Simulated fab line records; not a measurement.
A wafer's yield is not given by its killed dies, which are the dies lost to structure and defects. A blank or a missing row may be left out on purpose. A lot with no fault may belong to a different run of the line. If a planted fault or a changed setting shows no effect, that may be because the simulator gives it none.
A lot that was struck, set against a sound lot -- flow n5 finfet -- 37 steps out of a route of 1938
Sound: the wafers L987.1, L987.4, L987.6. Struck: wafers L984.2, L984.4, L984.6. Last of all comes the cause.
At each step with rows: each side's tool, then ch and its chambers, then its first start. Under that, the readings that differ: sound wafers -- struck wafers -- difference of the means -- sigmas: that difference in standard deviations of wafers without a fault.
alike: a reading whose means differ by less than 2 such deviations, as well as words and numbers matching on both sides. not compared: withheld readings; readings where some wafer has no value; bounds like >300 that might hide an equal value; numbers whose values overlap and for which the record gives no deviation.
The two part at a step that has a row with sigmas, a row that says differs or no value, or rows on one side only. Non-overlapping numbers with no deviation appear without sigmas and do not part them. A reading that every wafer of one side lacks parts them only if that side has two wafers or more.

first, 9 steps without rows for these wafers: N5_WELL_APT_HMDS_01 (time 60 s); N5_WELL_APT_COAT_02 (resist thk 950 nm); N5_WELL_APT_EBR_04; N5_WELL_APT_SOFTBAKE_03 (time 60 s); N5_WELL_APT_EXPOSE_05 (exposes mask NWELL, defocus 0 nm, target cd 200 nm); N5_WELL_APT_PEB_06 (peb time 90 s); N5_WELL_APT_DEVELOP_07 (develop time 45 s); N5_WELL_APT_HARDBAKE_12 (time 120 s); N5_WELL_APT_DESCUM_13 (chemistry O2, time 7.9 s).
N5_WELL_APT_IMPLANT_14:
  sound on implanter-02 ch 0, day 6 08:41; struck on implanter-01 ch 0, day 5 13:55
reading,sound,struck,difference,sigmas
dose ions cm2,1.5017e+13 1.4998e+13 1.4969e+13,1.05e+13 1.0496e+13 1.0493e+13,-4.50e+12,-99 or more
faraday current uA,190 192 192,130 130 135,-60,-17
  alike: beam energy keV
then, 25 steps without rows for these wafers: N5_WELL_APT_IMPLANT_15; N5_WELL_APT_STRIP_16 (strips in SPM, time 900 s); N5_WELL_APT_HMDS_18 (time 60 s); N5_WELL_APT_COAT_19 (resist thk 950 nm); N5_WELL_APT_EBR_21; N5_WELL_APT_SOFTBAKE_20 (time 60 s); N5_WELL_APT_EXPOSE_22 (exposes mask PWELL, defocus 0 nm, target cd 200 nm); N5_WELL_APT_PEB_23 (peb time 90 s); N5_WELL_APT_DEVELOP_24 (develop time 45 s); N5_WELL_APT_HARDBAKE_29 (time 120 s); N5_WELL_APT_DESCUM_30 (chemistry O2, time 7.9 s); N5_WELL_APT_IMPLANT_31; N5_WELL_APT_IMPLANT_32; N5_WELL_APT_STRIP_33 (strips in SPM, time 900 s); N5_WELL_APT_RTA_34 (time 10 s); N5_WELL_APT_OXIDE_STRIP_42 (strips SiO2 in dHF, time 45 s, target depth 12 nm); N5_WELL_APT_PRECLEAN_36 (cleans in O3/DIW, time 45 s); N5_WELL_APT_PRECLEAN_39 (cleans in dHF, time 60 s); N5_WELL_APT_SRD_37 (time 30 s); N5_WELL_APT_EPI_41 (deposits Si from SiH4/H2, target thk 50 nm, time 297.7 s); N5_PMOS_HMC_CHANNEL_EPI_HM_DEP_34 (deposits SiO2 from TEOS/O2, target thk 36 nm, time 6.9 s); N5_PMOS_HMC_CHANNEL_EPI_COAT_31 (time 60 s, resist thk 66 nm); N5_PMOS_HMC_CHANNEL_EPI_COAT_03 (resist thk 205 nm); N5_PMOS_HMC_CHANNEL_EPI_EBR_05; N5_PMOS_HMC_CHANNEL_EPI_SOFTBAKE_04 (time 60 s).
-- record jumps: 7 days separate the struck wafers' starts on either side; left off in module PMOS_HMC_CHANNEL_EPI, taken up again in module BEOL_M4, whose first shown step is the route's number 1111 --
N5_BEOL_M4_RC_MEAS_101:
  sound on prober-01 ch 0, day 12 17:12; struck on prober-01 ch 0, day 12 12:07
reading,sound,struck,difference,sigmas
RS_NWELL (ohm/sq),1030 1027 1034,1257 1261 1258,+228,+38
  alike: DIBL_N, DIBL_P, IOFF_N, IOFF_P, ION_N, ION_P, SS_N, SS_P, VT_N, VT_P
-- a jump in the record: the struck wafers' starts before and after are 5 days apart (it breaks off in module BEOL_M4 and resumes in module PASSIVATION, where the first step shown is number 1936 of the route) --
N5_PASSIVATION_PROBE_49:
  sound on prober-01 at day 17 11:43; struck on prober-01 at day 17 07:01
  alike: defect limited yield, killed_at_M0_to_M3, killed_at_M4_up, killed at contacts, killed at front end, killed at other, killed dies, killed open, killed short, sort_bin_5_function, sort_bin_6_memory, sort n pass, sort yield pct

WHERE THEY PART
Last at N5_BEOL_M4_RC_MEAS_101 as far as this record goes, first at N5_WELL_APT_IMPLANT_14. Later steps at which nothing parts them and some readings are alike: N5_PASSIVATION_PROBE_49.

WHY: what the simulator had put in
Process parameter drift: implanter-01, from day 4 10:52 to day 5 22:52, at N5_WELL_APT_IMPLANT_14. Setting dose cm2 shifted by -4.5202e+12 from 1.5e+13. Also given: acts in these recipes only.
